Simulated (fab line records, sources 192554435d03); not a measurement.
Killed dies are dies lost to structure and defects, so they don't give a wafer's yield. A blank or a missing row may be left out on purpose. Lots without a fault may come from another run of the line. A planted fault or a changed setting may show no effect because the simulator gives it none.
Which tool did it? | flow n5_finfet | 12 lots, 36 wafers sampled, at 4 steps of a route of 1938

WHAT THE GAUGES READ, wafer by wafer
N5_BEOL_M1_OVL_MEAS_29.
lot  | measured     | on         | V0_OVL (nm)
L075 | day 6 10:46  | overlay-02 | 0.7 0.9 1.4
L078 | day 7 04:37  | overlay-01 | 0.4 0.7 1.3
L079 | day 7 11:51  | overlay-02 | -1.1 -0.6 -1.4
L081 | day 7 19:02  | overlay-02 | -0.5 -1.0 0.0
L083 | day 8 11:48  | overlay-01 | 0.7 0.6 -0.2
L085 | day 9 03:54  | overlay-02 | -1.0 -0.5 -0.6
L087 | day 9 12:13  | overlay-01 | 0.5 -0.2 -0.6
L089 | day 9 19:59  | overlay-02 | 0.0 -0.3 0.2
L090 | day 10 07:26 | overlay-02 | 0.3 0.0 0.6
L092 | day 10 23:29 | overlay-02 | 0.2 0.3 -0.8
L095 | day 11 11:04 | overlay-02 | 0.2 0.2 -0.4
L096 | day 11 23:08 | overlay-01 | -0.4 -0.2 -0.5

WHICH TOOL RAN EACH LOT (tool, then ch and the chambers of the sampled wafers, then the start)
lot  | N5_BEOL_M0_SURFACE_TREAT_137 | N5_BEOL_M0_CMP_120           | N5_BEOL_M1_ILD_DEP_00
L075 | pvd_sputter-01, day 6 06:25  | cmp-01 ch 0,1,2, day 6 08:07 | pecvd-03 ch 0,1,2, day 6 08:46
L078 | pvd_sputter-02, day 6 23:35  | cmp-02 ch 2,3, day 7 00:39   | pecvd-03 ch 0,1, day 7 01:14
L079 | pvd_sputter-02, day 7 05:44  | cmp-04 ch 0,3, day 7 07:31   | pecvd-03 ch 0,2, day 7 08:05
L081 | pvd_sputter-03, day 7 15:14  | cmp-02 ch 0,1,3, day 7 16:27 | pecvd-03 ch 0,2, day 7 17:04
L083 | pvd_sputter-03, day 8 06:55  | cmp-04 ch 0,3, day 8 07:59   | pecvd-04 ch 0,1,2, day 8 08:36
L085 | pvd_sputter-02, day 8 20:59  | cmp-04 ch 1,3, day 8 22:01   | pecvd-01 ch 0,2, day 8 22:38
L087 | pvd_sputter-03, day 9 07:01  | cmp-04 ch 0,1,2, day 9 08:17 | pecvd-01 ch 0,1, day 9 08:49
L089 | pvd_sputter-01, day 9 14:34  | cmp-04 ch 1,2,3, day 9 15:50 | pecvd-04 ch 0,1,2, day 9 16:27
L090 | pvd_sputter-01, day 10 01:23 | cmp-04 ch 0,2, day 10 04:03  | pecvd-01 ch 0,2, day 10 04:40
L092 | pvd_sputter-03, day 10 17:52 | cmp-02 ch 2,3, day 10 19:06  | pecvd-03 ch 0,1,2, day 10 19:43
L095 | pvd_sputter-02, day 11 05:53 | cmp-02 ch 0,1, day 11 07:17  | pecvd-04 ch 0,1, day 11 07:52
L096 | pvd_sputter-03, day 11 17:31 | cmp-02 ch 1,2, day 11 18:53  | pecvd-03 ch 0,1,2, day 11 19:28
- N5_BEOL_M0_SURFACE_TREAT_137
- N5_BEOL_M0_CMP_120: polishes, stops on SiOC, t overpolish 6.9 s.
- N5_BEOL_M1_ILD_DEP_00: deposits SiOC from DEMS/O2, target thk 79 nm, time 15.3 s.

THE ANSWER, worked out from the rows above alone
Rule: what is usual is taken from the lots themselves. Put in order of their means at a reading, lots are off if they are a third of the lots or fewer, leave a main group of 4 or more, and stand apart from it by a gap of 3 or more times the standard deviation of the main group's means; of several such gaps the widest counts. A main group whose means are all the same, to the digits that the tables above print for the reading, isn't used. A lot without any number at a reading at which 4 lots or more have one is off too. The other lots that the step has rows for count as sound.
No lot is off at any reading shown: from this, nothing can be told.

WHAT THE SIMULATOR HAD PUT IN
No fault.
